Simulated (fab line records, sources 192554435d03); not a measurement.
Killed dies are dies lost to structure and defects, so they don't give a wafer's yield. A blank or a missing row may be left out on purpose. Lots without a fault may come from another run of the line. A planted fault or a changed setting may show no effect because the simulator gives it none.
One fault seen from 3 desks | flow n5_finfet | each desk has only its own numbers; what lay behind them comes last

THE DEFECT DESK
What the inspections along the route counted, lot by lot: means of the sampled wafers that have a number. A lot is out of limits, marked OUT, if its mean lies more than 4 standard deviations from the usual mean; the brackets give that distance.
Columns: A = raw_defect_count at N5_HKMG_FIN_INSPECT_14, usual 2.0
lot  | first seen here | A
L466 | day 5 00:27     | 3.3
L469 | day 5 12:59     | 2.3
L474 | day 6 18:23     | 0.7
L475 | day 6 23:47     | 1.7
L484 | day 9 02:17     | 1.7
This desk's finding: nothing out of limits on any of the 5 lots.

THE TOOL OWNER'S DESK: rie_diel-03
The tool's own readings at N5_HKMG_FIN_ETCH_35 (etches SOC in N2/H2, target depth 215.8 nm, time 243.4 s): means of the sampled wafers that have a number, for each lot that ran on this tool. A lot is out of limits, marked OUT, if its mean lies more than 4 standard deviations from the usual mean; the brackets give that distance.
Columns: A = drypump_motor_current_A at N5_HKMG_FIN_ETCH_35, usual 5.6 A; B = n2_flow_sccm at N5_HKMG_FIN_ETCH_35, usual 200.0 sccm; C = oes_product_au at N5_HKMG_FIN_ETCH_35, usual 0.77 a.u.; D = rf_vpp_V at N5_HKMG_FIN_ETCH_35, usual 141.6 V; E = run_length_s at N5_HKMG_FIN_ETCH_35, usual 266.7 s; F = showerhead_plenum_p_Torr at N5_HKMG_FIN_ETCH_35, usual 2.55 Torr; G = throttle_valve_pct at N5_HKMG_FIN_ETCH_35, usual 17.82 %
lot  | first seen here | A   | B     | C    | D     | E               | F    | G
L466 | day 5 00:55     | 5.4 | 200.5 | 0.86 | 141.9 | 266.7           | 2.57 | 17.50
L469 | day 5 13:23     | 5.6 | 199.1 | 0.77 | 141.6 | 266.6           | 2.50 | 17.83
L475 | day 7 00:08     | 5.6 | 199.7 | 0.76 | 141.3 | 236.5 (-64) OUT | 2.49 | 17.84
This desk's finding: out of limits on L475; first on L475, day 7 00:08 (run_length_s at N5_HKMG_FIN_ETCH_35). In limits: L466, L469.

THE METROLOGY DESK
What the gauges read, lot by lot, whatever tool the lot ran on: means of the sampled wafers that have a number. A lot is out of limits, marked OUT, if its mean lies more than 4 standard deviations from the usual mean; the brackets give that distance.
Columns: A = cd_nm at N5_HKMG_FIN_CD_MEAS_12, usual 93.0 nm; B = NWFM_OVL at N5_HKMG_FIN_OVL_MEAS_13, usual 0.1 nm
lot  | first seen here | A    | B
L466 | day 5 00:23     | 93.7 | -0.4
L469 | day 5 12:56     | 92.6 | -0.6
L474 | day 6 18:20     | 92.8 | 0.5
L475 | day 6 23:44     | 92.7 | 0.2
L484 | day 9 02:14     | 92.6 | -0.3
This desk's finding: nothing out of limits on any of the 5 lots.

PUT TOGETHER
The tool owner's desk could have raised an alarm at day 7 00:08, on L475.
The defect desk saw nothing out of limits.
The metrology desk saw nothing out of limits.
The defect desk has L475 on record, within its limits.
The metrology desk has L475 on record, within its limits.
Of the lots named, all ran N5_HKMG_FIN_ETCH_35 on rie_diel-03.

WHAT THE SIMULATOR HAD PUT IN
Process parameter drift: rie_diel-03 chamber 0, from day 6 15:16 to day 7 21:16, at N5_HKMG_FIN_ETCH_35. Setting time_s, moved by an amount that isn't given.
Lots struck among those shown: L475.
Hours from the fault's start to each desk's first reading out of limits: the tool owner's desk, 9.
